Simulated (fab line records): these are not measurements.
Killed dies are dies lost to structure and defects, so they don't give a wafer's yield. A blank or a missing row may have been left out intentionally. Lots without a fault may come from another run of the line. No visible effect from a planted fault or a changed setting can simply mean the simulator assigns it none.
Matching of chambers + flow nand_harc + wet_bench-04 running NHARC_P_GATE_STRIP_67: 6 sister chambers
The step strips in SPM, time 600 s. 14 wafers are shown with their chamber, then 6 later ones without.

== EACH WAFER AND ITS CHAMBER ==
| wafer  | chamber | run_length_s (s) |
|--------|---------|------------------|
| L234.1 | 3       | 601.3            |
| L234.2 | 7       | 603.2            |
| L234.4 | 0       | 603.3            |
| L235.4 | 1       | 602.7            |
| L235.5 | 2       | 602.9            |
| L235.6 | 3       | 601.6            |
| L237.3 | 3       | 602.1            |
| L237.5 | 2       | 602.6            |
| L237.6 | 7       | 603.2            |
| L239.4 | 6       | 602.9            |
| L239.5 | 0       | 602.0            |
| L239.6 | 1       | 603.9            |
| L243.1 | 3       | 602.3            |
| L243.3 | 0       | 602.3            |

SIGNATURES (means of the wafers above)
| reading      | chamber 0 | chamber 1 | chamber 2 | chamber 3 | chamber 6 | chamber 7 | scatter within a chamber |
|--------------|-----------|-----------|-----------|-----------|-----------|-----------|--------------------------|
| run_length_s | 602.533   | 603.300   | 602.750   | 601.825   | 602.900   | 603.200   | 0.538                    |
Rule: for each reading, subtract the chamber's mean from the wafer's reading, divide by that reading's scatter and square the result; add these up over the readings and take the root, which gives the wafer's distance from the chamber. If the next closest chamber is less than 2 further off than the closest, the wafer can't be placed; otherwise it belongs to the closest. The scatter: the root of (the sum of the squares of (reading less its chamber's mean) over the shown wafers, divided by (wafers less chambers)).

== WAFERS MISSING THEIR CHAMBER ==
| wafer  | run_length_s (s) |
|--------|------------------|
| L243.6 | 602.8            |
| L251.1 | 603.0            |
| L251.2 | 603.4            |
| L251.4 | 601.6            |
| L254.1 | 604.2            |
| L254.4 | 602.8            |

== EACH ONE'S CHAMBER ==
| wafer  | from the rows above                         | in truth |
|--------|---------------------------------------------|----------|
| L243.6 | can't be placed: 2 or 6 or 0 or 7 or 1 or 3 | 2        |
| L251.1 | can't be placed: 6 or 7 or 2 or 1 or 0 or 3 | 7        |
| L251.2 | can't be placed: 1 or 7 or 6 or 2 or 0      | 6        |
| L251.4 | can't be placed: 3 or 0 or 2 or 6           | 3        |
| L254.1 | can't be placed: 1 or 7 or 6 or 2 or 0      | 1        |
| L254.4 | can't be placed: 2 or 6 or 0 or 7 or 1 or 3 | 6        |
Placed correctly: 0 of 6. From these rows, 6 cannot be placed; in 6 the true chamber is one of the candidates. Wrongly placed: 0.
